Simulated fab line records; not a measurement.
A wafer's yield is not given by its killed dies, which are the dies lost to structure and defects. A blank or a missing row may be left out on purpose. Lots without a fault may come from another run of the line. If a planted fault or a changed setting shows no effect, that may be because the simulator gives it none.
Split-lot trial + flow n5Finfet + 7 lots, 39 wafers read, on a route of 1938 steps

ABOUT THE SPLIT
At N5_SPACER0_ALD_00 (deposits SiOCN, target thk 3.5 nm, pulse time 3 s, purge time 2 s), the setting aldCycles was moved away from the recipe's 58 on 6 of the 39 wafers read, by -15.5% to -10.3%. All remaining wafers had this setting at the recipe value.

The reading comes from the split's own step.

THE READING
SiOCN_of_SPACER0_ALD_00.thkNm (the simulator's own value, which no gauge read), in nm, at N5_SPACER0_ALD_00 (deposits SiOCN, target thk 3.5 nm, pulse time 3 s, purge time 2 s). The file gives no usual value for it. Average 3.5 nm, standard deviation 0.092 nm, over the 33 wafers here run with the recipe.

| wafer  | tool, chamber at the split | aldCycles as run | against the recipe | SiOCN_of_SPACER0_ALD_00.thkNm, nm | against lot-mates on the recipe |
|--------|----------------------------|------------------|--------------------|-----------------------------------|---------------------------------|
| L074.1 | aldSin-02, 2,0,1,2         | 58               | recipe             | 3.6                               | -                               |
| L074.3 | aldSin-02, 2,0,1,2         | 58               | recipe             | 3.6                               | -                               |
| L074.5 | aldSin-02, 2,0,1,2         | 58               | recipe             | 3.6                               | -                               |
| L074.6 | aldSin-02, 2,0,1,2         | 58               | recipe             | 3.6                               | -                               |
| L074.2 | aldSin-02, 1,3             | 58               | recipe             | 3.4                               | -                               |
| L074.4 | aldSin-02, 1,3             | 58               | recipe             | 3.4                               | -                               |
| L086.1 | aldSin-04, 2,3,1           | 52               | -10.3%             | 3.2                               | -0.3                            |
| L086.3 | aldSin-04, 2,3,1           | 52               | -10.3%             | 3.2                               | -0.3                            |
| L086.6 | aldSin-04, 2,3,1           | 52               | -10.3%             | 3.2                               | -0.3                            |
| L086.2 | aldSin-04, 0,1             | 58               | recipe             | 3.4                               | -                               |
| L086.4 | aldSin-04, 0,1             | 58               | recipe             | 3.4                               | -                               |
| L086.5 | aldSin-04, 0               | 58               | recipe             | 3.6                               | -                               |
| L088.1 | aldSin-04, 0               | 58               | recipe             | 3.4                               | -                               |
| L088.2 | aldSin-04, 2,1,3,0,3       | 58               | recipe             | 3.6                               | -                               |
| L088.3 | aldSin-04, 2,1,3,0,3       | 58               | recipe             | 3.6                               | -                               |
| L088.4 | aldSin-04, 2,1,3,0,3       | 58               | recipe             | 3.6                               | -                               |
| L088.5 | aldSin-04, 2,1,3,0,3       | 58               | recipe             | 3.6                               | -                               |
| L088.6 | aldSin-04, 2,1,3,0,3       | 58               | recipe             | 3.6                               | -                               |
| L091.1 | aldSin-01, 2,1,2           | 49               | -15.5%             | 3                                 | -0.5                            |
| L091.4 | aldSin-01, 2,1,2           | 49               | -15.5%             | 3                                 | -0.5                            |
| L091.5 | aldSin-01, 2,1,2           | 49               | -15.5%             | 3                                 | -0.5                            |
| L091.2 | aldSin-01, 3,1             | 58               | recipe             | 3.6                               | -                               |
| L091.6 | aldSin-01, 3,1             | 58               | recipe             | 3.6                               | -                               |
| L091.3 | aldSin-01, 0               | 58               | recipe             | 3.4                               | -                               |
| L092.1 | aldSin-01, 0               | 58               | recipe             | 3.4                               | -                               |
| L092.2 | aldSin-01, 2,3,1,1,2       | 58               | recipe             | 3.6                               | -                               |
| L092.3 | aldSin-01, 2,3,1,1,2       | 58               | recipe             | 3.6                               | -                               |
| L092.4 | aldSin-01, 2,3,1,1,2       | 58               | recipe             | 3.6                               | -                               |
| L092.5 | aldSin-01, 2,3,1,1,2       | 58               | recipe             | 3.6                               | -                               |
| L092.6 | aldSin-01, 2,3,1,1,2       | 58               | recipe             | 3.6                               | -                               |
| L094.2 | aldSin-02, 1,2,0           | 58               | recipe             | 3.4                               | -                               |
| L094.4 | aldSin-02, 1,2,0           | 58               | recipe             | 3.4                               | -                               |
| L094.6 | aldSin-02, 1,2,0           | 58               | recipe             | 3.4                               | -                               |
| L096.1 | aldSin-04, 1,3,2,0,3,0     | 58               | recipe             | 3.6                               | -                               |
| L096.2 | aldSin-04, 1,3,2,0,3,0     | 58               | recipe             | 3.6                               | -                               |
| L096.3 | aldSin-04, 1,3,2,0,3,0     | 58               | recipe             | 3.6                               | -                               |
| L096.4 | aldSin-04, 1,3,2,0,3,0     | 58               | recipe             | 3.6                               | -                               |
| L096.5 | aldSin-04, 1,3,2,0,3,0     | 58               | recipe             | 3.6                               | -                               |
| L096.6 | aldSin-04, 1,3,2,0,3,0     | 58               | recipe             | 3.6                               | -                               |
The file does not say which wafer passed through which chamber wherever a row lists several chambers: such a row stands for several wafers.

THE FIT
A straight line over all 39 wafers: SiOCN_of_SPACER0_ALD_00.thkNm changes by +0.0342 nm for each +1% of aldCycles; r = +0.89; the points scatter about the line by 0.087 nm.
The same after taking each lot's own level away (the mean of its wafers on the recipe; 39 wafers): +0.0319 nm for each +1%; r = +0.91; scatter 0.072 nm.
According to that fit, moving aldCycles by its largest amount changes the reading by 0.49 nm.
Measured against the standard deviation above, the lots' own levels, which go from 3.40 to 3.60 nm, span 2.2 times it.
The two slopes agree, so the slope changes little with the lot-to-lot level.
Check: -0.48 nm against its lot-mates is what the line predicts for one of the wafers moved furthest among these (-15.5%) when that wafer is left out of the fit. It came out at -0.533 nm against them.

THE OTHER SPLITS THESE WAFERS WENT THROUGH
Other splits were also applied to these wafers ahead of the reading. Each is held against what the fit with the lots' levels taken away leaves over:
| other split on the same wafers | wafers away from the commonest value | r with SiOCN_of_SPACER0_ALD_00.thkNm (lot level and that fit taken away) |
|--------------------------------|--------------------------------------|--------------------------------------------------------------------------|
| N5_FIN_CUT_ETCH_21 timeS       | 9                                    | +0.01                                                                    |
| N5_DUMMY_GATE_ETCH_37 sourceW  | 15                                   | +0.18                                                                    |

THE FILE'S OWN FIT
SiOCN_of_SPACER0_ALD_00.thkNm changes by +0.0317 nm for each +1% of aldCycles, r = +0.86.
